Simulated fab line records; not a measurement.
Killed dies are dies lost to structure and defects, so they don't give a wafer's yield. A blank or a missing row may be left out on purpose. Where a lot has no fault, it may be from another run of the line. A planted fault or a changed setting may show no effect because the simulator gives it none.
Which of the tools did it? + flow n5-finfet + 8 lots with 23 wafers sampled at 5 steps, on a route of 1938 steps

## WHAT EACH GAUGE READ, for each wafer
N5_FIN_SAQP_CD_MEAS_31 targets a cd of 8 nm.
| lot  | measured    | on        | cd-nm (nm)     |
|------|-------------|-----------|----------------|
| L841 | day 2 02:35 | cd-sem-02 | 8.50 7.89 8.62 |
| L854 | day 5 07:34 | cd-sem-01 | - - -          |
| L855 | day 5 14:06 | cd-sem-02 | - - -          |
| L857 | day 6 02:02 | cd-sem-03 | 8.05 8.54 8.25 |
| L859 | day 6 14:25 | cd-sem-02 | 7.97 7.72 8.43 |
| L861 | day 7 02:29 | cd-sem-02 | 8.64 8.12 8.27 |
| L863 | day 7 16:07 | cd-sem-02 | 7.49 8.22 8.37 |
| L864 | day 7 20:43 | cd-sem-01 | 8.25 8.15      |

## WHAT TOOL EACH LOT RAN ON (gives the tool, then ch and the chambers of the sampled wafers, and finally the start)
| lot  | N5_FIN_SAQP_ETCH_69               | N5_FIN_SAQP_STRIP_70              | N5_FIN_SAQP_SPACER2_ETCHBACK_29   | N5_FIN_SAQP_MANDREL2_REMOVE_60  |
|------|-----------------------------------|-----------------------------------|-----------------------------------|---------------------------------|
| L841 | rie-diel-04 ch 0,2,3, day 2 01:44 | rie-diel-04 ch 0,2,3, day 2 01:50 | rie-diel-05 ch 1,2, day 2 02:23   | rie-si-03 ch 0,2,3, day 2 02:28 |
| L854 | rie-diel-04 ch 1,2, day 5 06:20   | rie-diel-04 ch 1,2, day 5 06:26   | rie-diel-06 ch 0,1,2, day 5 07:22 | rie-si-05 ch 0,2, day 5 07:28   |
| L855 | rie-diel-06 ch 0,2,3, day 5 13:17 | rie-diel-06 ch 0,2,3, day 5 13:23 | rie-diel-05 ch 2,3, day 5 13:55   | rie-si-05 ch 0,1,2, day 5 13:59 |
| L857 | rie-diel-04 ch 1,2,3, day 6 01:07 | rie-diel-04 ch 1,2,3, day 6 01:13 | rie-diel-05 ch 0,1,3, day 6 01:50 | rie-si-03 ch 0,1, day 6 01:55   |
| L859 | rie-diel-05 ch 0,2, day 6 13:35   | rie-diel-05 ch 0,2, day 6 13:41   | rie-diel-06 ch 0,2,3, day 6 14:13 | rie-si-05 ch 0,1, day 6 14:18   |
| L861 | rie-diel-04 ch 0,1,2, day 7 01:37 | rie-diel-04 ch 0,1,2, day 7 01:43 | rie-diel-06 ch 2,3, day 7 02:17   | rie-si-05 ch 1,2,3, day 7 02:23 |
| L863 | rie-diel-05 ch 1,2,3, day 7 14:14 | rie-diel-05 ch 1,2,3, day 7 14:20 | rie-diel-05 ch 1,2,3, day 7 15:55 | rie-si-05 ch 0,1,3, day 7 16:00 |
| L864 | rie-diel-04 ch 0,3, day 7 19:52   | rie-diel-04 ch 0,3, day 7 19:58   | rie-diel-06 ch 2,3, day 7 20:32   | rie-si-03 ch 0,1, day 7 20:38   |
- N5_FIN_SAQP_ETCH_69: etches SOC in N2/H2, stops on SiNx, target depth 150 nm.
- N5_FIN_SAQP_STRIP_70: strips in N2/H2.
- N5_FIN_SAQP_SPACER2_ETCHBACK_29: etches SiO2 in CHF3/O2, target depth 12.2 nm, time 6.1 s.
- N5_FIN_SAQP_MANDREL2_REMOVE_60: chemistry HBr/Cl2/O2, target a-Si, stops on SiNx, bt time 10 s.

## THE ANSWER, worked out from the rows above alone
Rule: usual is defined by the lots themselves. Put in order of their means at a reading, lots are off if they are a third of the lots or fewer, leave a main group of 4 or more, and stand apart from it by a gap of 3 or more times the standard deviation of the main group's means; of several such gaps the widest counts. A main group is skipped when, at the precision printed for the reading in the tables above, its means are all equal. A lot without any number at a reading at which 4 lots or more have one is off too. The other lots that the step has rows for count as sound.
Off: L854, L855, at N5_FIN_SAQP_CD_MEAS_31 (cd-nm). Without a number there: L854, L855. The main group: mean 8.20 nm, standard deviation 0.13.
If a tool, at a process step before that reading, ran all the lots that are off and no sound lot after the first of them, it fits. Those tools and the gauges at N5_FIN_SAQP_CD_MEAS_31 are tried in the same way. Not one of the candidates tried fits.

## WHAT THE SIMULATOR PUT IN
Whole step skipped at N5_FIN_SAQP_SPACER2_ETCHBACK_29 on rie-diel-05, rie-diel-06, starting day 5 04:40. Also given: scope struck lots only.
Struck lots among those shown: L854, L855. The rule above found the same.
